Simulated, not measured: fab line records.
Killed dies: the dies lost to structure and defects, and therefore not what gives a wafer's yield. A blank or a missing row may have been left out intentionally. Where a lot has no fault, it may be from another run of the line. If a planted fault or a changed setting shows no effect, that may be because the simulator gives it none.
fab line records + flow nandHarc
record
- lots=11
- wafers=33
- lastDay=24
route steps=1159 shown P_ZERO_WELL@17 P_STI@80 P_GATE@131 END@1159
lots untouched by any fault: they come from a run of this same line in which no faults occurred
startH: start of the lot's first displayed wafer, in hours after the record's first day + waitH: time in hours since the lot's previous step + " repeats the value in the row above + L1.1+2: several wafers, shown together as one row + - value missing, or start not given + * or withheld: withheld + < > ~ a bound
route shown NAME@n: names a module that has steps shown in the file, with the first one's number in the route + usual: mean/standard deviation taken from wafers without a fault + same: alike in all rows + chamber/n: place in a boat + sites: per-site readings + _std_site: standard deviation across them + _edge_site: outer sites' mean less inner sites' + radiusMm: for every site, how far away it sits from the centre of the wafer + mask NAME#n: copy n + behind: the last tool/chamber to shape the wafer + hold: why the lot was held/for how many hours/how that ended + device: transistor that didn't switch, given as n, p or np + end of line: the route-end tests of the same wafers + a step with no rows: only its recipe + killed: count of dies lost to structure and defects at first sort (not the wafer's yield) + map: a wafer's dies, marking killed ones x, the rest . and places with no die _
set.NAME: the setting that was run; set.NAME@STEP: the one run at that earlier step + model.NAME: the simulator's own value behind a step, which no gauge read
route steps across a sampled set of lots; one table per step, one row per wafer
services: the hour from which a tool's chamber was out of use, counted from the record's first day as startH (under 0 if before that day), plus the number of hours and why
## steps
# step NHARC_P_ZERO_WELL_ETCH_65
# recipe
- targetDepthA=800
- overetchA=240
- timeS=87.88
- ionEnergyEv=200
- n2FlowSccm=150
- h2FlowSccm=150
- arFlowSccm=0
- rfW=400
- biasW=150
- chemistry=N2/H2
# usual
- chamberPressureMTorr=30.002/0.025
- drypumpMotorCurrentA=5.4/0.38
- oesProductAu=0.999/0.0094
- rfVppV=430.3/2.7
- showerheadPlenumPTorr=2.03/0.093
- throttleValvePct=14.172/0.0095
| lot.wafer | tool       | chamber | startH | waitH | chamberPressureMTorr | drypumpMotorCurrentA | oesProductAu | rfHoursCounterH | rfVppV | showerheadPlenumPTorr | throttleValvePct |
|-----------|------------|---------|--------|-------|----------------------|----------------------|--------------|-----------------|--------|-----------------------|------------------|
| L638.2    | rieDiel-07 | 1       | 13.37  | 0.1   | 29.990               | 5.4                  | 1.004        | 9               | 428.0  | 1.93                  | 14.188           |
| L638.1    | "          | 3       | "      | "     | 30.032               | 6.3                  | 0.996        | 10              | 427.9  | 1.95                  | 14.156           |
| L638.5    | "          | 2       | "      | "     | 30.008               | 5.4                  | 1.012        | -               | 430.1  | 2.06                  | 14.144           |
| L640.1    | rieDiel-05 | 3       | 25.37  | 0.1   | 30.044               | 5.1                  | 0.991        | 3               | 435.0  | 2.16                  | 14.164           |
| L640.5    | "          | 1       | "      | "     | 29.985               | 5.3                  | 0.996        | -               | 427.6  | 1.96                  | 14.174           |
| L640.6    | "          | 2       | "      | "     | 29.982               | 5.1                  | 1.004        | -               | 434.5  | 2.19                  | 14.147           |
| L641.1    | rieDiel-07 | 0       | 31.48  | 0.1   | 30.014               | 5.1                  | 0.979        | 11              | 430.4  | 2.05                  | 14.159           |
| L641.3    | "          | 2       | "      | "     | 30.019               | 5.4                  | 0.998        | 11              | 429.8  | 2.06                  | 14.174           |
| L641.6    | "          | 1       | "      | "     | 29.997               | 5.4                  | 1.003        | -               | 427.9  | 1.93                  | 14.158           |
| L642.3    | rieDiel-05 | 0       | 37.48  | 0.1   | 30.014               | 5.5                  | 1.021        | 3               | 433.4  | 2.10                  | 14.177           |
| L642.4    | "          | 2       | "      | "     | 29.975               | 5.1                  | 0.999        | 4               | 434.5  | 2.19                  | 14.170           |
| L642.5    | "          | 1       | "      | "     | 29.975               | 5.4                  | 0.979        | -               | 428.2  | 1.96                  | 14.178           |
| L643.1    | rieDiel-07 | 2       | 43.52  | 0.1   | 30.014               | 5.4                  | 0.996        | 13              | 431.4  | 2.06                  | 14.163           |
| L643.6    | "          | 0       | "      | "     | 29.974               | 5.0                  | 0.988        | -               | 430.4  | 2.05                  | 14.161           |
| L643.4    | "          | 2       | "      | "     | 29.984               | 5.4                  | 1.009        | -               | 431.1  | 2.06                  | 14.158           |
| L645.2    | rieDiel-05 | 2       | 55.49  | 0.1   | 30.007               | 5.1                  | 1.001        | 5               | 435.1  | 2.19                  | 14.169           |
| L645.4    | "          | 3       | "      | "     | 30.014               | 5.1                  | 0.996        | 5               | 432.9  | 2.16                  | 14.178           |
| L645.3    | "          | 1       | "      | "     | 29.998               | 5.3                  | 0.980        | 5               | 428.2  | 1.96                  | 14.186           |
| L646.3    | rieDiel-07 | 0       | 61.49  | 0.1   | 30.011               | 5.1                  | 0.991        | 0               | 429.0  | 2.05                  | 14.172           |
| L646.2    | "          | 1       | "      | "     | 30.054               | 5.4                  | 0.992        | 0               | 427.1  | 1.93                  | 14.182           |
| L646.5    | "          | 0       | "      | "     | 29.966               | 5.1                  | 0.997        | -               | 430.5  | 2.05                  | 14.171           |
| L649.2    | rieDiel-05 | 0       | 79.72  | 0.1   | 30.022               | 5.5                  | 1.019        | 6               | 431.3  | 2.10                  | 14.169           |
| L649.3    | "          | 1       | "      | "     | 30.030               | 5.3                  | 0.995        | 7               | 428.2  | 1.96                  | 14.168           |
| L649.6    | "          | 3       | "      | "     | 29.977               | 5.2                  | 0.992        | -               | 435.4  | 2.16                  | 14.164           |
| L652.3    | rieDiel-07 | 3       | 97.96  | 0.1   | 29.994               | 6.3                  | 0.993        | 2               | 428.6  | 1.95                  | 14.177           |
| L652.6    | "          | 1       | "      | "     | 30.012               | 5.4                  | 0.995        | -               | 427.9  | 1.92                  | 14.159           |
| L652.5    | "          | 2       | "      | "     | 29.996               | 5.4                  | 1.023        | -               | 432.7  | 2.06                  | 14.190           |
| L656.4    | rieDiel-13 | 2       | 121.41 | 0.1   | 30.016               | 5.3                  | 0.996        | 0               | 431.8  | 2.14                  | 14.189           |
| L656.2    | "          | 0       | "      | "     | 29.959               | 5.8                  | 0.991        | 1               | 429.5  | 1.96                  | 14.167           |
| L656.5    | "          | 2       | "      | "     | 29.999               | 5.3                  | 1.001        | -               | 434.3  | 2.14                  | 14.170           |
| L658.3    | rieDiel-13 | 3       | 133.48 | 0.1   | 30.009               | 5.6                  | 0.997        | 2               | 427.8  | 1.91                  | 14.165           |
| L658.4    | "          | 2       | "      | "     | 30.011               | 5.3                  | 0.999        | 2               | 434.6  | 2.14                  | 14.167           |
| L658.5    | "          | 0       | "      | "     | 30.061               | 5.8                  | 1.005        | -               | 429.1  | 1.96                  | 14.170           |
# step NHARC_P_STI_EXPOSE_06
# recipe
- na=0.55
- targetCdNm=200
- doseMj=37.69
- maskId=P_STI
# usual
- exposureDoseMJCm2=37.69/0.042
| lot.wafer | tool          | chamber | startH | waitH | mask    | exposureDoseMJCm2 |
|-----------|---------------|---------|--------|-------|---------|-------------------|
| L638.1    | krfScanner-01 | 0       | 37.52  | -     | P_STI#0 | 37.69             |
| L638.2    | "             | 0       | "      | "     | P_STI#0 | 37.71             |
| L638.5    | "             | 0       | "      | "     | P_STI#0 | 37.70             |
| L640.1    | krfScanner-01 | 0       | 46.89  | -     | P_STI#0 | 37.69             |
| L640.5    | "             | 0       | "      | "     | P_STI#0 | 37.67             |
| L640.6    | "             | 0       | "      | "     | P_STI#0 | 37.71             |
| L641.1    | krfScanner-03 | 0       | 54.33  | -     | P_STI#0 | 37.73             |
| L641.3    | "             | 0       | "      | "     | P_STI#0 | 37.66             |
| L641.6    | "             | 0       | "      | "     | P_STI#0 | 37.73             |
| L643.1    | krfScanner-03 | 0       | 61.72  | -     | P_STI#0 | 37.65             |
| L643.4    | "             | 0       | "      | "     | P_STI#0 | 37.62             |
| L643.6    | "             | 0       | "      | "     | P_STI#0 | 37.66             |
| L642.3    | krfScanner-02 | 0       | 61.89  | -     | P_STI#0 | 37.60             |
| L642.4    | "             | 0       | "      | "     | P_STI#0 | 37.65             |
| L642.5    | "             | 0       | "      | "     | P_STI#0 | 37.71             |
| L645.2    | krfScanner-01 | 0       | 76.55  | -     | P_STI#0 | 37.68             |
| L645.3    | "             | 0       | "      | "     | P_STI#0 | 37.66             |
| L645.4    | "             | 0       | "      | "     | P_STI#0 | 37.68             |
| L646.2    | krfScanner-01 | 0       | 83.90  | -     | P_STI#0 | 31.64             |
| L646.3    | "             | 0       | "      | "     | P_STI#0 | 31.64             |
| L646.5    | "             | 0       | "      | "     | P_STI#0 | 31.58             |
| L649.2    | krfScanner-01 | 0       | 101.13 | -     | P_STI#0 | 32.80             |
| L649.3    | "             | 0       | "      | "     | P_STI#0 | 32.75             |
| L649.6    | "             | 0       | "      | "     | P_STI#0 | 32.75             |
| L652.3    | krfScanner-02 | 0       | 120.41 | -     | P_STI#0 | 37.67             |
| L652.5    | "             | 0       | "      | "     | P_STI#0 | 37.79             |
| L652.6    | "             | 0       | "      | "     | P_STI#0 | 37.69             |
| L656.2    | krfScanner-03 | 0       | 143.78 | -     | P_STI#0 | 37.73             |
| L656.4    | "             | 0       | "      | "     | P_STI#0 | 37.79             |
| L656.5    | "             | 0       | "      | "     | P_STI#0 | 37.72             |
| L658.3    | krfScanner-02 | 0       | 159.15 | -     | P_STI#0 | 37.64             |
| L658.4    | "             | 0       | "      | "     | P_STI#0 | 37.61             |
| L658.5    | "             | 0       | "      | "     | P_STI#0 | 37.65             |
# step NHARC_P_STI_CD_MEAS_09
# recipe
- targetCdNm=200
- landingEnergyEv=500
# usual
- cdNm=200.4/2
# same
- landingEnergyEv=500
| lot.wafer | tool     | chamber | startH | waitH | cdNm  |
|-----------|----------|---------|--------|-------|-------|
| L638.1    | cdSem-01 | 0       | 37.67  | -     | 201.7 |
| L638.2    | "        | 0       | "      | "     | 203.7 |
| L638.5    | "        | 0       | "      | "     | 203.3 |
| L640.1    | cdSem-02 | 0       | 47.04  | -     | 196.3 |
| L640.5    | "        | 0       | "      | "     | 196.7 |
| L640.6    | "        | 0       | "      | "     | 199.1 |
| L641.1    | cdSem-03 | 0       | 54.49  | -     | 200.4 |
| L641.3    | "        | 0       | "      | "     | 202.9 |
| L641.6    | "        | 0       | "      | "     | 198.7 |
| L643.1    | cdSem-03 | 0       | 61.87  | -     | 201.5 |
| L643.4    | "        | 0       | "      | "     | 199.6 |
| L643.6    | "        | 0       | "      | "     | 198.3 |
| L642.3    | cdSem-01 | 0       | 62.04  | -     | 196.2 |
| L642.4    | "        | 0       | "      | "     | 197.9 |
| L642.5    | "        | 0       | "      | "     | 200.2 |
| L645.2    | cdSem-03 | 0       | 76.70  | -     | 198.6 |
| L645.3    | "        | 0       | "      | "     | 199.2 |
| L645.4    | "        | 0       | "      | "     | 196.8 |
| L646.2    | cdSem-02 | 0       | 84.05  | -     | 162.1 |
| L646.3    | "        | 0       | "      | "     | 160.6 |
| L646.5    | "        | 0       | "      | "     | 157.2 |
| L649.2    | cdSem-02 | 0       | 101.27 | -     | 171.0 |
| L649.3    | "        | 0       | "      | "     | 169.9 |
| L649.6    | "        | 0       | "      | "     | 172.2 |
| L652.3    | cdSem-02 | 0       | 120.55 | -     | 197.9 |
| L652.5    | "        | 0       | "      | "     | 200.5 |
| L652.6    | "        | 0       | "      | "     | 199.1 |
| L656.2    | cdSem-01 | 0       | 143.93 | -     | 203.9 |
| L656.4    | "        | 0       | "      | "     | 198.8 |
| L656.5    | "        | 0       | "      | "     | 202.1 |
| L658.3    | cdSem-03 | 0       | 159.29 | -     | 199.4 |
| L658.4    | "        | 0       | "      | "     | 202.4 |
| L658.5    | "        | 0       | "      | "     | 201.1 |
# step NHARC_P_STI_INSPECT_11
# usual
- rawDefectCount=5.1/2.4
| lot.wafer | tool             | chamber | startH | waitH | rawDefectCount |
|-----------|------------------|---------|--------|-------|----------------|
| L638.1    | defectInspect-02 | -       | 37.79  | 0.0   | 4              |
| L638.2    | "                | -       | "      | "     | 3              |
| L638.5    | "                | -       | "      | "     | 0              |
| L640.1    | defectInspect-02 | -       | 47.17  | 0.0   | 5              |
| L640.5    | "                | -       | "      | "     | 10             |
| L640.6    | "                | -       | "      | "     | 2              |
| L641.1    | defectInspect-02 | -       | 54.61  | 0.0   | 7              |
| L641.3    | "                | -       | "      | "     | 2              |
| L641.6    | "                | -       | "      | "     | 6              |
| L643.1    | defectInspect-01 | -       | 61.99  | 0.0   | 8              |
| L643.4    | "                | -       | "      | "     | 1              |
| L643.6    | "                | -       | "      | "     | 3              |
| L642.3    | defectInspect-02 | -       | 62.17  | 0.1   | 7              |
| L642.4    | "                | -       | "      | "     | 8              |
| L642.5    | "                | -       | "      | "     | 5              |
| L645.2    | defectInspect-02 | -       | 76.83  | 0.0   | 5              |
| L645.3    | "                | -       | "      | "     | 5              |
| L645.4    | "                | -       | "      | "     | 5              |
| L646.2    | defectInspect-01 | -       | 84.17  | 0.0   | 6              |
| L646.3    | "                | -       | "      | "     | 7              |
| L646.5    | "                | -       | "      | "     | 4              |
| L649.2    | defectInspect-01 | -       | 101.40 | 0.0   | 4              |
| L649.3    | "                | -       | "      | "     | 0              |
| L649.6    | "                | -       | "      | "     | 3              |
| L652.3    | defectInspect-02 | -       | 120.67 | 0.0   | 5              |
| L652.5    | "                | -       | "      | "     | 5              |
| L652.6    | "                | -       | "      | "     | 3              |
| L656.2    | defectInspect-01 | -       | 144.06 | 0.0   | 6              |
| L656.4    | "                | -       | "      | "     | 5              |
| L656.5    | "                | -       | "      | "     | 3              |
| L658.3    | defectInspect-01 | -       | 159.41 | 0.0   | 3              |
| L658.4    | "                | -       | "      | "     | 9              |
| L658.5    | "                | -       | "      | "     | 1              |
# step NHARC_P_STI_CD_MEAS_16
# usual
- cdNm=199.8/2.1
| lot.wafer | tool     | chamber | startH | waitH | cdNm  |
|-----------|----------|---------|--------|-------|-------|
| L638.1    | cdSem-03 | -       | 38.40  | -     | 199.5 |
| L638.2    | "        | -       | "      | "     | 202.4 |
| L638.5    | "        | -       | "      | "     | 201.8 |
| L640.1    | cdSem-01 | -       | 47.78  | -     | 196.1 |
| L640.5    | "        | -       | "      | "     | 196.7 |
| L640.6    | "        | -       | "      | "     | 198.5 |
| L641.1    | cdSem-03 | -       | 55.22  | -     | 200.2 |
| L641.3    | "        | -       | "      | "     | 202.7 |
| L641.6    | "        | -       | "      | "     | 198.1 |
| L643.1    | cdSem-01 | -       | 62.57  | -     | 200.9 |
| L643.4    | "        | -       | "      | "     | 200.3 |
| L643.6    | "        | -       | "      | "     | 198.2 |
| L642.3    | cdSem-01 | -       | 62.75  | -     | 194.0 |
| L642.4    | "        | -       | "      | "     | 198.2 |
| L642.5    | "        | -       | "      | "     | 196.6 |
| L645.2    | cdSem-01 | -       | 77.40  | -     | 198.2 |
| L645.3    | "        | -       | "      | "     | 198.1 |
| L645.4    | "        | -       | "      | "     | 195.4 |
| L646.2    | cdSem-01 | -       | 84.79  | -     | 160.5 |
| L646.3    | "        | -       | "      | "     | 159.9 |
| L646.5    | "        | -       | "      | "     | 156.8 |
| L649.2    | cdSem-02 | -       | 102.01 | -     | 170.4 |
| L649.3    | "        | -       | "      | "     | 168.8 |
| L649.6    | "        | -       | "      | "     | 171.8 |
| L652.3    | cdSem-02 | -       | 121.26 | -     | 198.6 |
| L652.5    | "        | -       | "      | "     | 200.8 |
| L652.6    | "        | -       | "      | "     | 198.4 |
| L656.2    | cdSem-01 | -       | 144.65 | -     | 204.1 |
| L656.4    | "        | -       | "      | "     | 199.5 |
| L656.5    | "        | -       | "      | "     | 202.1 |
| L658.3    | cdSem-02 | -       | 160.03 | -     | 198.8 |
| L658.4    | "        | -       | "      | "     | 202.6 |
| L658.5    | "        | -       | "      | "     | 200.9 |
# step NHARC_P_STI_OCD_MEAS_17
# usual
- trenchFootCdNm=158.3/2
| lot.wafer | tool   | chamber | startH | waitH | trenchFootCdNm |
|-----------|--------|---------|--------|-------|----------------|
| L638.1    | ocd-02 | -       | 38.49  | 0.1   | 159.5          |
| L638.2    | "      | -       | "      | "     | 161.7          |
| L638.5    | "      | -       | "      | "     | 161.9          |
| L640.1    | ocd-02 | -       | 47.87  | 0.1   | 154.4          |
| L640.5    | "      | -       | "      | "     | 155.0          |
| L640.6    | "      | -       | "      | "     | 157.0          |
| L641.1    | ocd-02 | -       | 55.31  | 0.1   | 157.7          |
| L641.3    | "      | -       | "      | "     | 160.9          |
| L641.6    | "      | -       | "      | "     | 155.7          |
| L643.1    | ocd-02 | -       | 62.66  | 0.1   | 159.4          |
| L643.4    | "      | -       | "      | "     | 157.5          |
| L643.6    | "      | -       | "      | "     | 156.3          |
| L642.3    | ocd-01 | -       | 62.83  | 0.1   | 154.7          |
| L642.4    | "      | -       | "      | "     | 155.6          |
| L642.5    | "      | -       | "      | "     | 158.1          |
| L645.2    | ocd-01 | -       | 77.49  | 0.1   | 156.1          |
| L645.3    | "      | -       | "      | "     | 157.3          |
| L645.4    | "      | -       | "      | "     | 154.1          |
| L646.2    | ocd-01 | -       | 84.87  | 0.1   | 119.5          |
| L646.3    | "      | -       | "      | "     | 118.5          |
| L646.5    | "      | -       | "      | "     | 115.0          |
| L649.2    | ocd-02 | -       | 102.12 | 0.1   | 128.8          |
| L649.3    | "      | -       | "      | "     | 127.7          |
| L649.6    | "      | -       | "      | "     | 130.4          |
| L652.3    | ocd-02 | -       | 121.35 | 0.1   | 155.9          |
| L652.5    | "      | -       | "      | "     | 157.9          |
| L652.6    | "      | -       | "      | "     | 156.8          |
| L656.2    | ocd-01 | -       | 144.74 | 0.1   | 161.6          |
| L656.4    | "      | -       | "      | "     | 155.7          |
| L656.5    | "      | -       | "      | "     | 161.1          |
| L658.3    | ocd-02 | -       | 160.11 | 0.1   | 157.0          |
| L658.4    | "      | -       | "      | "     | 159.4          |
| L658.5    | "      | -       | "      | "     | 158.0          |
# step NHARC_P_GATE_HM_DEP_102
# recipe
- targetThkA=1200
- tempC=400
- material=aC
# usual
- throttleValvePct=34.999/0.0089
| lot.wafer | tool      | chamber | startH | waitH | throttleValvePct |
|-----------|-----------|---------|--------|-------|------------------|
| L638.1    | aclDep-01 | 0       | 92.13  | 2.6   | 35.012           |
| L638.2    | "         | 0       | "      | "     | 34.991           |
| L638.5    | "         | 0       | "      | "     | 34.997           |
| L640.1    | aclDep-02 | 0       | 105.93 | 3.6   | 34.988           |
| L640.5    | "         | 0       | "      | "     | 34.995           |
| L640.6    | "         | 0       | "      | "     | 35.003           |
| L641.1    | aclDep-03 | 0       | 107.86 | 2.0   | 35.007           |
| L641.3    | "         | 0       | "      | "     | 35.005           |
| L641.6    | "         | 0       | "      | "     | 34.994           |
| L643.1    | aclDep-02 | 0       | 112.43 | 0.4   | 35.002           |
| L643.4    | "         | 0       | "      | "     | 35.000           |
| L643.6    | "         | 0       | "      | "     | 34.995           |
| L642.3    | aclDep-03 | 0       | 113.17 | 1.1   | 34.993           |
| L642.4    | "         | 0       | "      | "     | 35.000           |
| L642.5    | "         | 0       | "      | "     | 34.997           |
| L645.2    | aclDep-01 | 0       | 130.62 | 0.5   | 34.996           |
| L645.3    | "         | 0       | "      | "     | 34.993           |
| L645.4    | "         | 0       | "      | "     | 34.982           |
| L649.2    | aclDep-03 | 0       | 167.19 | 3.7   | 34.995           |
| L649.3    | "         | 0       | "      | "     | 35.016           |
| L649.6    | "         | 0       | "      | "     | 35.000           |
| L652.3    | aclDep-01 | 0       | 173.41 | 2.3   | 34.985           |
| L652.5    | "         | 0       | "      | "     | 35.005           |
| L652.6    | "         | 0       | "      | "     | 35.025           |
| L656.2    | aclDep-03 | 0       | 197.93 | 1.1   | 34.999           |
| L656.4    | "         | 0       | "      | "     | 34.994           |
| L656.5    | "         | 0       | "      | "     | 34.989           |
| L658.3    | aclDep-01 | 0       | 215.37 | 1.6   | 35.000           |
| L658.4    | "         | 0       | "      | "     | 35.006           |
| L658.5    | "         | 0       | "      | "     | 35.001           |
# step NHARC_END_SORT_01
# recipe
- tempC=25
# usual
- killedAtArray=28/8.6
- killedAtOther=0.7/1.2
- killedAtPeriphery=3.1/2.3
- killedDies=32/8.7
- killedOpen=3.2/1.7
- killedShort=2.0/1.5
# same
- grossDies=677
| lot.wafer | tool      | chamber | startH | waitH | killedAtArray | killedAtOther | killedAtPeriphery | killedDies | killedOpen | killedShort |
|-----------|-----------|---------|--------|-------|---------------|---------------|-------------------|------------|------------|-------------|
| L646.2    | prober-01 | 0       | 485.93 | 2.8   | 22            | 0             | 499               | 521        | 2          | 3           |
| L646.3    | prober-01 | 0       | 486.72 | 3.1   | 26            | 0             | 487               | 513        | 2          | 1           |
| L646.5    | prober-01 | 0       | 488.29 | 3.6   | 25            | 1             | 472               | 498        | 9          | 0           |
| L649.2    | prober-01 | 0       | 509.39 | 2.8   | 39            | 0             | 110               | 149        | 3          | 1           |
| L649.3    | prober-01 | 0       | 510.19 | 3.1   | 33            | 0             | 170               | 203        | 1          | 0           |
| L649.6    | prober-01 | 0       | 512.61 | 4.0   | 48            | 0             | 83                | 131        | 2          | 3           |
# killed by level:class
L646.2 P_STI:areaExpose=487 A_SLIT:chamberFilmFlake=8 A_CHANNEL_HOLE_D1:chamberFilmFlake=4 P_ZERO_WELL:chamberFilmFlake=3 P_STI:chamberFilmFlake=3 P_CONTACT:chamberFilmFlake=3 A_STAIRCASE:chamberFilmFlake=3 P_CONTACT:geometricParticle:short=2
L646.3 P_STI:areaExpose=476 A_SLIT:chamberFilmFlake=12 P_ZERO_WELL:chamberFilmFlake=8 A_STAIRCASE:chamberFilmFlake=5 A_CHANNEL_HOLE_D1:chamberFilmFlake=4 P_CONTACT:chamberFilmFlake=2 A_ONON_D1:geometricParticle:open=1 A_CONTACT:geometricParticle:open=1
L646.5 P_STI:areaExpose=469 A_STAIRCASE:chamberFilmFlake=8 A_SLIT:chamberFilmFlake=7 A_CHANNEL_HOLE_D1:chamberFilmFlake=3 A_CONTACT:geometricParticle:open=2 P_CONTACT:geometricParticle:open=1 P_M0:geometricParticle:open=1 A_CHANNEL_HOLE_D1:geometricParticle:open=1
L649.2 P_STI:areaExpose=109 A_CHANNEL_HOLE_D1:chamberFilmFlake=15 A_SLIT:chamberFilmFlake=11 A_WL_FILL:chamberFilmFlake=5 A_STAIRCASE:chamberFilmFlake=2 A_SGD_CUT:chamberFilmFlake=2 P_M0:geometricParticle:open=1 A_SOURCE_PLATE:geometricParticle:short=1
L649.3 P_STI:areaExpose=170 A_CHANNEL_HOLE_D1:chamberFilmFlake=12 A_SLIT:chamberFilmFlake=11 A_STAIRCASE:chamberFilmFlake=4 A_WL_FILL:chamberFilmFlake=3 A_SGD_CUT:chamberFilmFlake=2 A_CONTACT:geometricParticle:open=1
L649.6 P_STI:areaExpose=80 A_CHANNEL_HOLE_D1:chamberFilmFlake=19 A_SLIT:chamberFilmFlake=15 A_WL_FILL:chamberFilmFlake=5 A_SGD_CUT:chamberFilmFlake=3 A_CHANNEL_FILL_D1:chamberFilmFlake=2 P_ZERO_WELL:geometricParticle:short=1 P_GATE:geometricParticle:open=1
## services
| tool          | chamber | startH | hours | kind   |
|---------------|---------|--------|-------|--------|
| krfScanner-01 | -       | -9.82  | 4.6   | repair |
| krfScanner-03 | -       | -4.00  | 4.0   | pm     |
| rieDiel-05    | 0       | 6.96   | 2.6   | repair |
| krfScanner-03 | -       | 15.15  | 0.4   | repair |
| krfScanner-03 | -       | 27.34  | 1.9   | repair |
| krfScanner-03 | -       | 32.53  | 3.4   | repair |
| krfScanner-02 | -       | 38.00  | 4.0   | pm     |
| rieDiel-07    | 1       | 38.47  | 7.5   | repair |
| aclDep-03     | -       | 42.49  | 13.0  | pm     |
| krfScanner-01 | -       | 44.56  | 1.4   | repair |
| rieDiel-07    | -       | 51.20  | 9.0   | pm     |
| krfScanner-02 | -       | 66.63  | 0.3   | repair |
| krfScanner-01 | -       | 84.00  | 4.0   | pm     |
| rieDiel-07    | 0       | 92.64  | 4.2   | repair |
| rieDiel-05    | 2       | 93.81  | 9.7   | repair |
| krfScanner-02 | -       | 95.54  | 1.6   | repair |
| aclDep-01     | -       | 114.20 | 13.0  | pm     |
| krfScanner-01 | -       | 125.45 | 15.7  | repair |
| rieDiel-05    | 1       | 139.05 | 24.2  | repair |
| rieDiel-07    | 2       | 148.40 | 42.1  | repair |
| rieDiel-05    | -       | 163.60 | 9.0   | pm     |
| rieDiel-05    | 3       | 173.18 | 4.9   | repair |
| rieDiel-07    | 0       | 189.71 | 6.5   | repair |
| rieDiel-05    | -       | 201.79 | 34.4  | repair |
## key
firstSign
- step=NHARC_P_STI_EXPOSE_06
- reading=exposureDoseMJCm2
- direction=down
- sigmas=99+
- usual=37.69
- struck=32.19
effect
- step=NHARC_P_STI_CD_MEAS_09
- reading=cdNm
- direction=down
- sigmas=18
- usual=200.4
- struck=165.5
- through=controlLoop
effect
- step=NHARC_P_STI_CD_MEAS_16
- reading=cdNm
- direction=down
- sigmas=16
- usual=199.8
- struck=164.7
- through=controlLoop
effect
- step=NHARC_P_STI_OCD_MEAS_17
- reading=trenchFootCdNm
- direction=down
- sigmas=17
- usual=158.3
- struck=123.3
- through=controlLoop
effect
- step=NHARC_END_SORT_01
- reading=killedAtPeriphery
- direction=up
- sigmas=99+
- usual=3.1
- struck=303.5
moreKillsBornAt
- NHARC_P_STI_EXPOSE_06@krfScanner-01=1791
metAt NHARC_P_STI_EXPOSE_06
struckLots L646,L649
laterRowsLeftOut L646.2,L646.3,L646.5
testerLeftOut L646,L649
loopTrim
- step=NHARC_P_STI_EXPOSE_06
- setting=dose
- lots=L649
notActingAt NHARC_P_ZERO_WELL_ETCH_65,NHARC_P_STI_INSPECT_11,NHARC_P_GATE_HM_DEP_102
onsetBetween 76.55 83.90
fault
- kind=processParameterDrift
- tool=krfScanner-01
- chamber=-
- onsetH=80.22
- steps=NHARC_P_STI_EXPOSE_06
- channel=doseMj
- offset=-6.1256
- shape=step
- actsIn=theseRecipesOnly
- stated=37.69
# testerLeftOut: of these lots the tester's yield and bins aren't shown, on N5 and GAA mostly nor the transistor test; their killed dies are dies lost to structure and defects alone, not to doping, threshold or leakage, so they don't give the yield
# laterRowsLeftOut: the simulator's readings of these wafers behind a module that went badly wrong aren't trusted and aren't shown, but for the sort
# loopTrim: a control loop set the setting to another value than it would have without faults
